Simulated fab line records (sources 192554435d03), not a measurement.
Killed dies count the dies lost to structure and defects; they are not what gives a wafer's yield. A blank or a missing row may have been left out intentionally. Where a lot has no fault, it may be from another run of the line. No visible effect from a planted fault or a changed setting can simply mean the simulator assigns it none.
Matching of chambers :: flow n5_finfet :: rie_diel-02 running N5_MOL_CONTACT_COAG_DESCUM_88: 4 sister chambers
The step chemistry O2, time 7 s. 4 wafers are shown with their chamber, then 10 later ones without.

== WAFERS PAIRED WITH THEIR CHAMBERS ==
wafer: L090.4
chamber: 0
showerhead_plenum_p_Torr (Torr): 1.99

wafer: L090.5
chamber: 2
showerhead_plenum_p_Torr (Torr): 2.24

wafer: L092.1
chamber: 3
showerhead_plenum_p_Torr (Torr): 1.96

wafer: L092.2
chamber: 1
showerhead_plenum_p_Torr (Torr): 1.97

== WAFERS WHOSE CHAMBER IS MISSING ==
wafer: L092.3
showerhead_plenum_p_Torr (Torr): 2.23

wafer: L093.1
showerhead_plenum_p_Torr (Torr): 1.96

wafer: L093.4
showerhead_plenum_p_Torr (Torr): 1.99

wafer: L093.5
showerhead_plenum_p_Torr (Torr): 1.96

wafer: L095.2
showerhead_plenum_p_Torr (Torr): 1.99

wafer: L095.3
showerhead_plenum_p_Torr (Torr): 1.96

wafer: L095.4
showerhead_plenum_p_Torr (Torr): 1.96

wafer: L096.2
showerhead_plenum_p_Torr (Torr): 2.23

wafer: L096.3
showerhead_plenum_p_Torr (Torr): 1.96

wafer: L096.6
showerhead_plenum_p_Torr (Torr): 1.96

== CHAMBER TAKEN BY EACH ==
wafer: L092.3
from the rows above: 2
in truth: 2

wafer: L093.1
from the rows above: 3
in truth: 3

wafer: L093.4
from the rows above: 0
in truth: 0

wafer: L093.5
from the rows above: 3
in truth: 3

wafer: L095.2
from the rows above: 0
in truth: 0

wafer: L095.3
from the rows above: 3
in truth: 3

wafer: L095.4
from the rows above: 3
in truth: 3

wafer: L096.2
from the rows above: 2
in truth: 2

wafer: L096.3
from the rows above: 3
in truth: 3

wafer: L096.6
from the rows above: 3
in truth: 3
Correct placement for 10 of the 10. From these rows, 0 cannot be placed. Number placed wrongly: 0.
How it was worked out, from the rows above alone: a wafer's distance from a chamber is the root of the sum, over the readings, of the square of ((its reading less the chamber's mean) divided by the reading's scatter). The wafer belongs to the nearest chamber; if the next one is less than 2 further off, it can't be placed. A chamber's mean is the mean of its shown wafers. The scatter: with one shown wafer a chamber, the root of the mean of the squares of how far each hidden wafer lies from its nearest shown one.
